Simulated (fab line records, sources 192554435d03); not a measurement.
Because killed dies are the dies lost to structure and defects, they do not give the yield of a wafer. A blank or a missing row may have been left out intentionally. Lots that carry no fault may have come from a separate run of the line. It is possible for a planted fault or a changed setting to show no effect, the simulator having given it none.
Comparing a struck lot with a sound one | flow n5Finfet | 36 steps out of a route of 1938
Sound: the wafers L580.3, L580.5, L580.6. The struck wafers were L575.1, L575.5, L575.6. At the end, the cause is stated.
Order at every step that has rows: each side's tool, ch and its chambers, its first start. Under that, the readings that differ: sound wafers | struck wafers | difference of the means | sigmas: that difference in standard deviations of wafers without a fault.
alike: readings whose means differ by less than 2 such deviations, and words and numbers that are the same on both sides. not compared: withheld readings, readings that some wafer has no value for, bounds like >300 that may hide the same value, and numbers for which the record gives no deviation and whose values overlap.
The two part at a step that has a row with sigmas, a row that says differs or no value, or rows on one side only. Numbers that have no deviation but don't overlap get no sigmas and don't part them. A reading that every wafer of one side lacks parts them only if that side has two wafers or more.

first, 12 steps without rows for these wafers: N5_SD_EPI_P_STRIP_38 (strips in N2/H2); N5_SD_EPI_P_ETCHBACK_46 (etches SiNx in CH3F/O2, stops on SiO2, target depth 17.5 nm); N5_SD_EPI_P_ETCH_47 (etches SiOCN in CH3F/O2, target depth 25 nm); N5_SD_EPI_P_ETCH_16 (etches SiO2 in CHF3/O2, target depth 5 nm); N5_SD_EPI_P_STRIP_50 (strips in CHF3/O2); N5_SD_EPI_P_SD_RECESS_17 (chemistry HBr/Cl2/O2, target depth 39.1 nm, bt time 3 s); N5_SD_EPI_P_WET_ETCH_45 (etches SiO2 in dHF, time 10.7 s, target depth 2 nm, rinse time 30 s); N5_SD_EPI_P_STRIP_40 (strips in N2/H2); N5_SD_EPI_P_PRECLEAN_52 (cleans in O3/DIW, time 60 s); N5_SD_EPI_P_SRD_20 (time 30 s); N5_SD_EPI_P_PRECLEAN_51 (cleans in NF3:NH3, afs cycles 1, time 20 s, sublimation time 60 s); N5_SD_EPI_P_VAPOR_ETCH_44 (etches SiGe30 in NF3/Ar, time 3.3 s).
N5_SD_EPI_P_EPI_21: deposits SiGe:B, time 355 s.
  sound on epiRpcvd-03 ch 0, day 7 14:48; struck on epiRpcvd-04 ch 0, day 6 10:30
reading          | sound       | struck         | difference | sigmas
lampInnerPct (%) | 8.2 8.3 8.3 | 12.2 11.9 12.0 | +3.8       | +2
then, 8 steps without rows for these wafers: N5_SD_EPI_P_HM_STRIP_48 (strips SiNx in H3PO4, material SiNx, target depth 3 nm); N5_SD_EPI_P_SRD_49 (time 30 s); N5_SD_EPI_P_PRECLEAN_24 (cleans in O3/DIW, time 45 s); N5_SD_EPI_P_PRECLEAN_32 (cleans in dHF, time 10 s); N5_SD_EPI_P_PRECLEAN_33 (cleans in SC2, time 45 s); N5_SD_EPI_P_SRD_25 (time 30 s); N5_SD_ACTIVATION_RTA_00 (time 0 s); N5_SD_ACTIVATION_LSA_01 (time 0.0008 s).
N5_SD_ACTIVATION_RS_MEAS_03: measurement is done with a four-point probe.
  struck on filmMetro-02, day 6 13:18; sound on filmMetro-01, day 7 16:55
reading          | sound             | struck            | difference | sigmas
RS_SD_N (ohm/sq) | 21.57 21.83 21.45 | 22.38 22.17 22.52 | +0.74      | +3
RS_SD_P (ohm/sq) | 55.8 56.0 55.3    | 76.6 76.8 76.1    | +20.8      | +24
then, 12 steps without rows for these wafers: N5_ILD0_LINER_00 (material SiNx, target thk 4 nm, pulse time 1 s, purge time 2 s); N5_ILD0_FCVD_FILL_01 (material SiO2 flowable, target thk 200 nm, time 328.3 s); N5_ILD0_CURE_02 (time 1800 s); N5_ILD0_CMP_03 (polishes, stops on SiNx, t overpolish 1.9 s, target thk 197.38 nm); N5_ILD0_CMP_07 (polishes SiO2 flowable, stops on poly-Si, t overpolish 1.18 s, target thk 138.88 nm); N5_ILD0_PRECLEAN_10 (cleans in NF3:NH3, afs cycles 5, time 20 s, sublimation time 60 s); N5_ILD0_ALD_15 (deposits SiNx, target thk 24 nm, pulse time 1 s, ald cycles 480); N5_ILD0_CMP_12 (polishes SiNx, stops on poly-Si, t overpolish 6 s, target thk 17.67 nm); N5_SDB_HM_DEP_00 (deposits SiNx from SiH4/NH3/N2, target thk 40 nm, time 35.3 s); N5_SDB_COAT_03 (time 60 s, resist thk 100 nm); N5_SDB_COAT_04 (time 60 s, resist thk 18 nm); N5_SDB_COAT_05 (resist thk 90 nm).
-- the record jumps here: 5 days lie between the struck wafers' starts before and after (it left off in module SDB and takes up again in module BEOL_M4, whose first step shown is number 1111 of the route) --
N5_BEOL_M4_RC_MEAS_101:
  sound on prober-02 ch 0, day 13 13:59; struck on prober-02 ch 0, day 11 20:43
reading             | sound            | struck            | difference | sigmas
DIBL_P (mV/V)       | 42.8 38.4 42.0   | 35.3 29.0 35.4    | -7.8       | -3
IOFF_P (nA/um)      | 0.33 0.22 0.31   | 0.18 0.11 0.19    | -0.13      | -3
ION_P (uA/um)       | 469 456 471      | 440 442 445       | -23        | -3
RC_DENSE_P (ohm.um) | 24.7 24.5 24.3   | 29.7 27.6 28.2    | +4.0       | +5
RC_P (ohm.um)       | 20.1 19.5 19.5   | 24.2 22.7 22.7    | +3.5       | +5
REXT_P (ohm.um)     | 100.4 101.0 99.7 | 132.6 128.9 129.1 | +29.8      | +13
RS_SD_P (ohm/sq)    | 65.4 65.9 65.4   | 86.8 86.2 85.8    | +20.7      | +21
  alike: DIBL_N, IOFF_N, ION_N, SS_N, SS_P, VT_N, VT_P
-- a jump in the record: the struck wafers' starts before and after are 4 days apart (it breaks off in module BEOL_M4 and resumes in module PASSIVATION, where the first step shown is number 1936 of the route) --
N5_PASSIVATION_PROBE_49:
  only the struck wafers here have rows in the record (prober-01, day 16 02:13); the sound ones have none

WHERE THEY PART
Last at N5_PASSIVATION_PROBE_49 as far as this record goes, first at N5_SD_EPI_P_EPI_21.

WHY: the cause the simulator had injected
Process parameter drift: epiRpcvd-04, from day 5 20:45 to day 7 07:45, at N5_SD_EPI_P_EPI_21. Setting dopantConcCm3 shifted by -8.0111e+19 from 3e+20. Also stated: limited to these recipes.
